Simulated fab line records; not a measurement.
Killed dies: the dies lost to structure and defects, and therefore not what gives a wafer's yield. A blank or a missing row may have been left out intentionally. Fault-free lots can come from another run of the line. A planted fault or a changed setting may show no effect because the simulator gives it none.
Chamber matching + flow n5Finfet + 4 sister chambers for N5_BEOL_M9_STRIP_67 on rieDiel-04
The step strips in CF4. 4 wafers are shown with their chamber, then 7 later ones without.

## WAFERS PAIRED WITH THEIR CHAMBERS
| wafer  | chamber | showerheadPlenumPTorr (Torr) |
|--------|---------|------------------------------|
| L087.5 | 2       | 1.73                         |
| L087.6 | 3       | 1.82                         |
| L088.1 | 0       | 1.75                         |
| L088.2 | 1       | 1.78                         |

## WAFERS WHOSE CHAMBER IS MISSING
| wafer  | showerheadPlenumPTorr (Torr) |
|--------|------------------------------|
| L088.6 | 1.82                         |
| L090.3 | 1.73                         |
| L090.4 | 1.82                         |
| L090.6 | 1.73                         |
| L096.1 | 1.72                         |
| L096.2 | 1.74                         |
| L096.5 | 1.72                         |

## WHICH CHAMBER EACH ONE RAN IN
| wafer  | from the rows above     | in truth |
|--------|-------------------------|----------|
| L088.6 | 3                       | 3        |
| L090.3 | 2                       | 2        |
| L090.4 | 3                       | 3        |
| L090.6 | 2                       | 2        |
| L096.1 | 2                       | 2        |
| L096.2 | can't be placed: 0 or 2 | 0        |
| L096.5 | 2                       | 2        |
Correct placement for 6 of the 7. Cannot be placed on the basis of these rows: 1; the candidates contain the true chamber in 1. 0 placed wrongly.
How it was worked out, from the rows above alone: a wafer's distance from a chamber is the root of the sum, over the readings, of the square of ((its reading less the chamber's mean) divided by the reading's scatter). The wafer belongs to the nearest chamber; if the next one is less than 2 further off, it can't be placed. The mean given for a chamber averages the wafers shown for that chamber. The scatter (one wafer shown for each chamber): square how far every hidden wafer sits from the nearest shown wafer, average those squares and take the square root.
